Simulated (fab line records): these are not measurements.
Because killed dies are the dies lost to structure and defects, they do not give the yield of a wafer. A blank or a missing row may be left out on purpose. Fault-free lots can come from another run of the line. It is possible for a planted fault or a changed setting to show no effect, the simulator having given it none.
fab line records	flow n5Finfet
record lots=11	wafers=33	lastDay=17
route steps=1938 shown MOL_CONTACT_COAG@554 BEOL_M15@1824 MIM_TOP_ETCH@1852 PASSIVATION@1936
lots that met no fault: from a run of the same line without faults
startH: the number of hours between the record's first day and the start of the first shown wafer of the lot	waitH: hours elapsed since this lot's preceding step	" identical to the entry in the row above	L1.1+2: a row that stands for several wafers	- no value, or no start was given	* or withheld: withheld	< > ~ a bound
route shown NAME@n: a module of which the file shows steps, and the number in the route of the first	usual: the fault-free wafers' mean and standard deviation	same: alike in all rows	chamber/n: place in a boat	sites: per-site readings	_std_site: standard deviation of those values	_edge_site: inner sites' mean taken away from outer sites' mean	radiusMm: for every site, how far away it sits from the centre of the wafer	mask NAME#n: copy n	behind: the tool/chamber that last shaped the wafer	hold: the reason the lot was held/the length of the hold in hours/how it ended	device: the transistor (n, p or np) that didn't switch	end of line: the same wafers' tests at the end of the route	a step without rows: its recipe alone	killed: the dies lost at the first sort to structure and to defects; this is not the yield of the wafer	map: dies across one wafer; x = killed, . = not, _ = none there
set.NAME: the run value of the setting; set.NAME@STEP: its run value at that earlier step	model.NAME: the simulator's own value behind a step, which no gauge read
steps of the route over a sample of lots; a table a step, a row a wafer
services: a tool's chamber out of use, with start hour (startH, from the record's first day; less than 0 if before it), hours out, and reason
## steps
# step N5_MOL_CONTACT_COAG_CMP_23
# recipe stopOn=SiO2	tOverpolishS=1.5	postCmpClean=cuAlkaline	downForcePsi=2	platenRpm=50.289	padVelocityMS=1.0006	targetThkNm=0
# usual headPressurePsi=2.001/0.0045	motorCurrentA=8.2/0.78	overpolishRunS=1.501/0.0095	timeToEndpointS=9.8/2.5
lot.wafer	tool	chamber	startH	waitH	headPressurePsi	motorCurrentA	overpolishRunS	timeToEndpointS
L303.4	cmp-04	0	94.46	0.1	2.006	7.0	1.501	11.0
L303.1	"	1	"	"	1.999	8.3	1.498	11.0
L303.6	"	0	"	"	2.004	7.6	1.482	9.9
L304.4	cmp-04	3	106.89	0.0	1.995	7.0	1.516	8.0
L304.1	"	1	"	"	2.008	7.5	1.518	11.2
L304.2	"	2	"	"	1.996	8.0	1.497	7.5
L305.1	cmp-03	1	107.40	0.1	1.999	8.5	1.512	5.5
L305.3	"	2	"	"	2.005	8.9	1.499	8.6
L305.5	"	0	"	"	1.996	9.1	1.482	11.5
L308.1	cmp-04	2	125.23	0.1	1.993	8.5	1.509	5.7
L308.2	"	3	"	"	2.008	7.2	1.496	9.6
L308.4	"	0	"	"	1.997	7.4	1.479	9.9
L311.4	cmp-04	2	141.09	0.0	2.009	8.4	1.498	3.7
L311.1	"	3	"	"	1.996	7.3	1.500	6.8
L311.6	"	3	"	"	2.001	7.0	1.515	7.4
L312.4	cmp-04	0	149.91	0.1	2.001	6.7	1.491	11.1
L312.2	"	2	"	"	2.006	8.0	1.497	8.9
L312.6	"	0	"	"	2.000	7.3	1.510	10.7
L313.2	cmp-04	1	163.60	0.0	2.002	7.9	1.487	11.3
L313.3	"	2	"	"	2.002	8.1	1.503	4.8
L313.1	"	3	"	"	2.006	7.6	1.500	8.8
L314.2	cmp-04	1	163.87	0.1	2.003	7.8	1.520	11.0
L314.3	"	2	"	"	1.994	8.4	1.492	8.5
L314.6	"	0	"	"	2.000	7.1	1.505	9.6
L318.4	cmp-03	1	184.60	0.0	1.995	8.1	1.512	11.1
L318.1	"	3	"	"	2.006	8.4	1.496	8.6
L318.3	"	0	"	"	2.000	8.7	1.480	12.7
L324.3	cmp-03	3	220.94	0.0	1.995	8.2	1.495	7.6
L324.1	"	0	"	"	2.003	8.8	1.514	10.8
L324.2	"	1	"	"	2.000	8.3	1.508	7.6
L325.1	cmp-03	1	224.09	0.0	2.011	7.8	1.502	8.1
L325.4	"	2	"	"	1.995	9.1	1.504	9.3
L325.5	"	1	"	"	1.996	8.4	1.499	9.2
# step N5_BEOL_M15_CMP_49
# recipe stopOn=SiO2	tOverpolishS=4.9	downForcePsi=2	platenRpm=80	clearingPlatenDownForcePsi=2	clearingPlatenRpm=80	postCmpClean=cuAlkaline	targetThkNm=850	clearingPlatenPadVelocityMS=1.5917	padVelocityMS=1.5917
# usual barrierFieldEndpointS=11.43/0.27	clearingPlatenDownForcePsi=2.000/0.0038	headPressurePsi=2.001/0.0042	motorCurrentA=8.4/0.84	overpolishRunS=4.899/0.0093
lot.wafer	tool	chamber	startH	waitH	barrierFieldEndpointS	clearingPlatenDownForcePsi	headPressurePsi	motorCurrentA	overpolishRunS
L303.1	cmp-04	1	243.88	0.3	11.34	2.004	2.005	8.0	4.886
L303.4	"	2	"	"	11.07	2.004	2.002	8.1	4.888
L303.6	"	3	"	"	10.94	2.001	2.009	7.4	4.891
L304.2	cmp-02	1	249.02	0.2	11.95	2.000	2.004	9.1	4.896
L304.4	"	3	"	"	11.56	2.000	1.995	7.1	4.910
L304.1	"	0	"	"	11.29	2.000	2.001	8.6	4.916
L305.3	cmp-03	3	270.66	0.3	11.32	2.002	1.998	8.3	4.901
L305.1	"	0	"	"	11.93	2.001	2.009	8.5	4.885
L305.5	"	1	"	"	11.76	1.993	2.008	7.9	4.901
L308.2	cmp-03	1	273.19	0.2	11.66	2.003	1.999	8.2	4.898
L308.1	"	3	"	"	11.51	1.998	1.999	8.5	4.892
L308.4	"	0	"	"	11.87	1.998	2.000	9.0	4.921
L312.2	cmp-02	3	286.89	0.2	11.48	2.001	2.009	7.1	4.897
L312.4	"	0	"	"	11.19	2.003	2.009	9.0	4.904
L312.6	"	3	"	"	11.40	1.999	2.002	7.1	4.916
L311.1	cmp-04	1	295.59	0.3	11.60	2.003	1.997	7.6	4.915
L311.4	"	3	"	"	11.32	1.995	2.002	7.4	4.900
L311.6	"	1	"	"	11.46	2.002	2.008	7.6	4.882
L313.1	cmp-03	3	300.49	0.3	11.14	2.000	1.996	8.1	4.902
L313.2	"	0	"	"	11.59	1.999	2.011	8.9	4.893
L313.3	"	1	"	"	11.51	2.005	2.003	7.9	4.910
L314.3	cmp-04	1	321.28	0.2	11.59	2.005	2.000	7.6	4.895
L314.2	"	2	"	"	11.39	1.997	2.000	7.9	4.899
L314.6	"	0	"	"	11.27	1.992	2.000	7.3	4.895
L318.3	cmp-04	0	339.97	0.2	10.94	2.003	1.997	7.3	4.897
L318.4	"	2	"	"	10.70	1.997	1.996	8.1	4.898
L318.1	"	3	"	"	11.16	2.005	1.999	7.7	4.905
L324.3	cmp-03	3	378.95	0.2	11.31	2.008	2.003	8.3	4.899
L324.1	"	1	"	"	11.42	2.003	1.993	8.2	4.914
L324.2	"	2	"	"	11.12	2.001	2.004	9.0	4.907
L325.4	cmp-04	3	388.94	0.2	11.70	2.002	2.003	7.3	4.890
L325.1	"	1	"	"	11.80	2.003	1.999	8.0	4.911
L325.5	"	3	"	"	11.44	2.005	1.995	7.5	4.906
# step N5_MIM_TOP_ETCH_STRIP_01
# recipe chemistry=O2	powerW=600	tempC=60	pressureMtorr=30	rfFrequencyHz=6e+07	biasPowerW=0	overashFraction=0.5	o2FlowSccm=225
# usual drypumpMotorCurrentA=5.85/0.22	o2FlowSccm=225.0/0.68	oesProductAu=0.79/0.089	rfVppV=3.8/1.2	showerheadPlenumPTorr=2.09/0.088	throttleValvePct=16.76/0.24
lot.wafer	tool	chamber	startH	waitH	drypumpMotorCurrentA	o2FlowSccm	oesProductAu	rfHoursCounterH	rfVppV	showerheadPlenumPTorr	throttleValvePct
L303.1	rieDiel-03	0	248.51	0.1	6.22	224.4	0.72	201	5.6	2.09	16.98
L303.4	"	2	"	"	5.72	224.1	0.75	175	3.3	2.19	16.91
L303.6	"	0	"	"	6.26	224.5	0.70	-	2.8	2.09	16.97
L304.1	rieDiel-05	1	254.32	0.1	5.66	225.9	0.98	7	2.7	2.07	16.37
L304.2	"	3	"	"	5.99	224.5	0.73	176	2.8	2.00	16.91
L304.4	"	3	"	"	6.01	224.5	0.73	-	3.4	2.00	16.87
L305.1	rieDiel-05	2	276.09	0.3	5.80	224.9	0.84	90	3.2	2.22	16.85
L305.3	"	3	"	"	5.98	224.3	0.73	184	3.2	2.00	16.92
L305.5	"	3	"	"	6.01	224.9	0.72	-	3.7	2.00	16.91
L308.1	rieDiel-03	0	277.45	0.2	6.28	223.8	0.71	210	3.5	2.08	17.05
L308.2	"	1	"	"	5.61	225.6	0.73	205	4.8	2.00	16.86
L308.4	"	2	"	"	5.70	225.3	0.75	185	3.7	2.18	16.92
L312.2	rieDiel-03	3	291.87	0.2	5.78	224.0	0.90	32	2.8	2.23	16.42
L312.4	"	2	"	"	5.72	225.5	0.75	190	5.7	2.18	16.92
L312.6	"	1	"	"	5.51	224.4	0.74	-	3.4	2.00	16.88
L311.1	rieDiel-03	3	298.89	0.2	5.80	225.8	0.88	34	3.9	2.23	16.36
L311.4	"	1	"	"	5.56	225.3	0.72	212	4.0	2.00	16.88
L311.6	"	3	"	"	5.79	225.3	0.92	-	3.2	2.23	16.43
L313.1	rieDiel-05	2	303.89	0.4	5.82	226.1	0.82	97	7.4	2.22	16.86
L313.2	"	1	"	"	5.67	224.9	0.93	22	2.9	2.07	16.33
L313.3	"	3	"	"	6.01	224.4	0.71	191	2.8	2.00	16.97
L314.2	rieDiel-03	3	328.23	0.1	5.75	224.1	0.88	42	3.2	2.23	16.42
L314.3	"	2	"	"	5.75	223.7	0.72	200	4.3	2.18	16.95
L314.6	"	3	"	"	5.76	225.8	0.90	-	3.2	2.23	16.41
L318.1	rieDiel-03	0	344.29	0.2	6.28	225.5	0.70	233	1.8	2.08	17.05
L318.3	"	2	"	"	5.71	226.6	0.71	205	4.4	2.18	16.95
L318.4	"	1	"	"	5.56	224.8	0.71	224	6.9	2.00	16.88
L324.1	rieDiel-04	3	382.90	0.1	6.20	225.0	0.71	239	2.2	2.06	17.03
L324.2	"	1	"	"	6.05	225.4	0.78	136	2.6	2.02	16.51
L324.3	"	2	"	"	5.60	225.3	0.81	61	4.8	2.21	16.42
L325.1	rieDiel-04	2	393.72	0.1	5.60	223.8	0.82	64	3.6	2.21	16.39
L325.4	"	3	"	"	6.23	225.0	0.69	243	3.5	2.06	17.07
L325.5	"	3	"	"	6.20	225.0	0.68	-	5.7	2.06	17.05
# step N5_PASSIVATION_PROBE_49
# usual defectLimitedYield=91.0/1.5	killed_at_M0_to_M3=34/11	killed_at_M4_up=14/5.3	killedAtContacts=13/7	killedAtFrontEnd=41/13	killedAtOther=4/3.1	killedDies=106/17	killedOnRim=14/3.9	killedOpen=70/12	killedShort=35/8	sort_bin_5_function=5.2/0.98	sort_bin_6_memory=3.4/0.69	sortNPass=1074/17	sortYieldPct=91.0/1.5
# same grossDies=1180	killedAtBackSide=0	sort_bin_4_leakage[%]=0	sort_bin_8_speed[%]=0
lot.wafer	tool	chamber	startH	waitH	defectLimitedYield[%]	killed_at_M0_to_M3	killed_at_M4_up	killedAtContacts	killedAtFrontEnd	killedAtOther	killedDies	killedOnRim	killedOpen	killedShort	sort_bin_5_function[%]	sort_bin_6_memory[%]	sortNPass	sortYieldPct[%]
L313.1	prober-01	-	317.91	0.0	46.9	33	10	542	40	1	626	76	52	33	32.8	16.4	554	46.9
L313.2	prober-01	-	317.96	0.1	44.9	34	10	560	43	3	650	84	55	38	33.4	17.5	530	44.9
L313.3	prober-01	-	318.01	0.1	48.9	19	8	525	51	0	603	86	66	31	32.7	14.7	577	48.9
L314.2	prober-02	-	339.64	0.1	49.2	10	8	534	43	5	600	80	46	34	29.2	18.2	580	49.2
L314.3	prober-02	-	339.69	0.1	51.3	6	9	524	32	4	575	72	38	22	30.9	14.4	605	51.3
L314.6	prober-02	-	339.84	0.3	47.7	21	10	546	35	5	617	80	62	29	31.9	16.7	563	47.7
# killed by level:class
L313.1 MOL_CONTACT_COAG:unspecified=537 BEOL_M0_SAQP:geometricParticle:short=11 BEOL_M0_SAQP:geometricParticle:open=11 STI_FIN_REVEAL:geometricParticle:open=7 DUMMY_GATE:geometricParticle:open=7 FIN_SAQP:geometricParticle:open=4 BEOL_M1:geometricParticle:open=4 BEOL_M3:geometricParticle:open=4
L313.2 MOL_CONTACT_COAG:unspecified=555 BEOL_M0_SAQP:geometricParticle:short=13 BEOL_M0_SAQP:geometricParticle:open=12 STI_FIN_REVEAL:geometricParticle:open=11 FIN_SAQP:geometricParticle:open=7 FIN_SAQP:geometricParticle:short=5 STI_FIN_REVEAL:geometricParticle:short=5 DUMMY_GATE:geometricParticle:open=4
L313.3 MOL_CONTACT_COAG:unspecified=506 FIN_SAQP:geometricParticle:open=16 MOL_CONTACT_COAG:geometricParticle:open=15 STI_FIN_REVEAL:geometricParticle:open=12 FIN_SAQP:geometricParticle:short=6 STI_FIN_REVEAL:geometricParticle:short=5 BEOL_M2:geometricParticle:open=5 MOL_CONTACT_COAG:geometricParticle:short=4
L314.2 MOL_CONTACT_COAG:unspecified=520 STI_FIN_REVEAL:geometricParticle:open=13 MOL_CONTACT_COAG:geometricParticle:open=11 FIN_SAQP:geometricParticle:short=8 FIN_SAQP:geometricParticle:open=6 STI_FIN_REVEAL:geometricParticle:short=5 BEOL_M0:geometricParticle:short=4 GATE_CUT:geometricParticle:short=3
L314.3 MOL_CONTACT_COAG:unspecified=513 MOL_CONTACT_COAG:geometricParticle:open=10 FIN_SAQP:geometricParticle:open=7 GATE_CUT:geometricParticle:short=7 STI_FIN_REVEAL:geometricParticle:open=5 FIN_SAQP:geometricParticle:short=4 BEOL_M4:geometricParticle:open=3 PAD_METAL:geometricParticle:short=3
L314.6 MOL_CONTACT_COAG:unspecified=524 MOL_CONTACT_COAG:geometricParticle:open=17 STI_FIN_REVEAL:geometricParticle:open=11 BEOL_M3:geometricParticle:open=7 FIN_SAQP:geometricParticle:open=6 MOL_CONTACT_COAG:geometricParticle:short=5 BEOL_M0_SAQP:geometricParticle:short=5 FIN_SAQP:geometricParticle:short=4
## services
tool	chamber	startH	hours	kind
cmp-04	-	79.04	5.5	pm
rieDiel-05	-	97.29	2.8	pm
cmp-04	-	111.90	1.4	repair
cmp-02	-	123.18	4.0	pm
cmp-03	-	127.15	1.9	repair
rieDiel-05	2	156.09	5.9	repair
rieDiel-03	-	158.81	0.4	repair
cmp-04	-	192.99	4.0	pm
cmp-03	-	203.68	0.3	repair
cmp-04	-	221.33	1.1	repair
cmp-03	-	240.60	4.1	repair
cmp-03	-	253.55	4.0	pm
cmp-04	-	257.30	1.7	repair
rieDiel-05	-	261.73	0.6	repair
rieDiel-05	-	266.08	0.8	repair
cmp-04	-	269.06	3.8	repair
cmp-03	-	274.21	0.6	repair
rieDiel-05	1	290.76	9.6	repair
cmp-03	-	294.05	3.7	repair
cmp-04	-	301.03	0.6	repair
rieDiel-03	1	318.53	5.0	repair
rieDiel-05	0	345.20	7.0	repair
cmp-03	-	352.81	0.8	repair
cmp-03	-	359.94	2.4	repair
## key
firstSign step=N5_PASSIVATION_PROBE_49	reading=killedAtContacts	direction=up	sigmas=75	usual=13	struck=538
effect step=N5_PASSIVATION_PROBE_49	reading=defectLimitedYield	direction=down	sigmas=29	usual=91.0	struck=48.1
moreKillsBornAt N5_MOL_CONTACT_COAG_CMP_23@cmp-04=3155
metAt N5_MOL_CONTACT_COAG_CMP_23
struckLots L313,L314
notActingAt N5_BEOL_M15_CMP_49,N5_MIM_TOP_ETCH_STRIP_01
fault kind=chamberParticleSource	tool=cmp-04	chamber=-	onsetH=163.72	steps=N5_MOL_CONTACT_COAG_CMP_23	ratePerVisitCm2=1.1387	endH=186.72
